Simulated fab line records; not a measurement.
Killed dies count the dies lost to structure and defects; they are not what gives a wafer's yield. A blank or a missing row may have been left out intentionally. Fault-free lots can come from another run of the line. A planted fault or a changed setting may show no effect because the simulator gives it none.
Matching of chambers || flow n5Finfet || N5_BEOL_M15_ETCH_59 on rieDiel-02: 4 sister chambers
The step etches BARC in N2/H2, target depth 89 nm, overetch 26.7 nm, time 67.9 s. 18 wafers are shown with their chamber, then 9 later ones without.

== WAFERS WITH THEIR CHAMBER ==
{"wafer": "L076.1", "chamber": 1, "drypumpMotorCurrentA (A)": 6.4, "throttleValvePct (%)": 18.27, "oesProductAu (a.u.)": 0.60}
{"wafer": "L076.2", "chamber": 3, "drypumpMotorCurrentA (A)": 5.7, "throttleValvePct (%)": 17.74, "oesProductAu (a.u.)": 0.62}
{"wafer": "L076.5", "chamber": 3, "drypumpMotorCurrentA (A)": 5.7, "throttleValvePct (%)": 17.72, "oesProductAu (a.u.)": 0.62}
{"wafer": "L079.2", "chamber": 3, "drypumpMotorCurrentA (A)": 5.7, "throttleValvePct (%)": 17.74, "oesProductAu (a.u.)": 0.62}
{"wafer": "L079.3", "chamber": 2, "drypumpMotorCurrentA (A)": 6.3, "throttleValvePct (%)": 17.80, "oesProductAu (a.u.)": 0.75}
{"wafer": "L079.6", "chamber": 3, "drypumpMotorCurrentA (A)": 5.7, "throttleValvePct (%)": 17.74, "oesProductAu (a.u.)": 0.62}
{"wafer": "L082.2", "chamber": 1, "drypumpMotorCurrentA (A)": 6.4, "throttleValvePct (%)": 18.29, "oesProductAu (a.u.)": 0.60}
{"wafer": "L082.4", "chamber": 3, "drypumpMotorCurrentA (A)": 5.7, "throttleValvePct (%)": 17.74, "oesProductAu (a.u.)": 0.61}
{"wafer": "L082.5", "chamber": 0, "drypumpMotorCurrentA (A)": 5.4, "throttleValvePct (%)": 17.89, "oesProductAu (a.u.)": 0.65}
{"wafer": "L085.2", "chamber": 3, "drypumpMotorCurrentA (A)": 5.6, "throttleValvePct (%)": 17.75, "oesProductAu (a.u.)": 0.61}
{"wafer": "L085.4", "chamber": 0, "drypumpMotorCurrentA (A)": 5.4, "throttleValvePct (%)": 17.92, "oesProductAu (a.u.)": 0.65}
{"wafer": "L085.5", "chamber": 1, "drypumpMotorCurrentA (A)": 6.4, "throttleValvePct (%)": 18.29, "oesProductAu (a.u.)": 0.60}
{"wafer": "L088.1", "chamber": 2, "drypumpMotorCurrentA (A)": 6.3, "throttleValvePct (%)": 17.82, "oesProductAu (a.u.)": 0.73}
{"wafer": "L088.4", "chamber": 1, "drypumpMotorCurrentA (A)": 6.4, "throttleValvePct (%)": 18.32, "oesProductAu (a.u.)": 0.59}
{"wafer": "L088.5", "chamber": 1, "drypumpMotorCurrentA (A)": 6.4, "throttleValvePct (%)": 18.29, "oesProductAu (a.u.)": 0.60}
{"wafer": "L091.1", "chamber": 2, "drypumpMotorCurrentA (A)": 6.3, "throttleValvePct (%)": 17.85, "oesProductAu (a.u.)": 0.74}
{"wafer": "L091.4", "chamber": 0, "drypumpMotorCurrentA (A)": 5.5, "throttleValvePct (%)": 17.93, "oesProductAu (a.u.)": 0.65}
{"wafer": "L091.5", "chamber": 2, "drypumpMotorCurrentA (A)": 6.3, "throttleValvePct (%)": 17.85, "oesProductAu (a.u.)": 0.73}

SIGNATURES (means of the wafers above)
{"reading": "drypumpMotorCurrentA", "chamber 0": 5.433, "chamber 1": 6.400, "chamber 2": 6.300, "chamber 3": 5.683, "scatter within a chamber": 0.0327}
{"reading": "throttleValvePct", "chamber 0": 17.9133, "chamber 1": 18.2920, "chamber 2": 17.8300, "chamber 3": 17.7383, "scatter within a chamber": 0.0178}
{"reading": "oesProductAu", "chamber 0": 0.6500, "chamber 1": 0.5980, "chamber 2": 0.7375, "chamber 3": 0.6167, "scatter within a chamber": 0.00591}
Rule: a wafer's distance from a chamber is the root of the sum, over the readings, of the square of ((its reading less the chamber's mean) divided by the reading's scatter). If the next closest chamber is less than 2 further off than the closest, the wafer can't be placed; otherwise it belongs to the closest. The scatter is the square root of a quotient: the sum, over the shown wafers, of each reading's squared deviation from its chamber's mean, divided by wafers minus chambers.

== WAFERS WITH NO CHAMBER GIVEN ==
{"wafer": "L089.2", "drypumpMotorCurrentA (A)": 6.4, "throttleValvePct (%)": 18.33, "oesProductAu (a.u.)": 0.59}
{"wafer": "L089.3", "drypumpMotorCurrentA (A)": 6.3, "throttleValvePct (%)": 17.83, "oesProductAu (a.u.)": 0.72}
{"wafer": "L089.6", "drypumpMotorCurrentA (A)": 6.4, "throttleValvePct (%)": 17.85, "oesProductAu (a.u.)": 0.72}
{"wafer": "L094.1", "drypumpMotorCurrentA (A)": 6.4, "throttleValvePct (%)": 18.33, "oesProductAu (a.u.)": 0.58}
{"wafer": "L094.4", "drypumpMotorCurrentA (A)": 6.3, "throttleValvePct (%)": 17.84, "oesProductAu (a.u.)": 0.72}
{"wafer": "L094.5", "drypumpMotorCurrentA (A)": 6.3, "throttleValvePct (%)": 18.33, "oesProductAu (a.u.)": 0.59}
{"wafer": "L096.1", "drypumpMotorCurrentA (A)": 6.4, "throttleValvePct (%)": 18.34, "oesProductAu (a.u.)": 0.58}
{"wafer": "L096.2", "drypumpMotorCurrentA (A)": 6.3, "throttleValvePct (%)": 17.88, "oesProductAu (a.u.)": 0.71}
{"wafer": "L096.4", "drypumpMotorCurrentA (A)": 6.3, "throttleValvePct (%)": 18.33, "oesProductAu (a.u.)": 0.59}

== CHAMBER TAKEN BY EACH ==
{"wafer": "L089.2", "from the rows above": 1, "in truth": 1}
{"wafer": "L089.3", "from the rows above": 2, "in truth": 2}
{"wafer": "L089.6", "from the rows above": 2, "in truth": 2}
{"wafer": "L094.1", "from the rows above": 1, "in truth": 1}
{"wafer": "L094.4", "from the rows above": 2, "in truth": 2}
{"wafer": "L094.5", "from the rows above": 1, "in truth": 1}
{"wafer": "L096.1", "from the rows above": 1, "in truth": 1}
{"wafer": "L096.2", "from the rows above": 2, "in truth": 2}
{"wafer": "L096.4", "from the rows above": 1, "in truth": 1}
Correctly placed: 9 of 9. Number that these rows cannot place: 0. 0 placed wrongly.
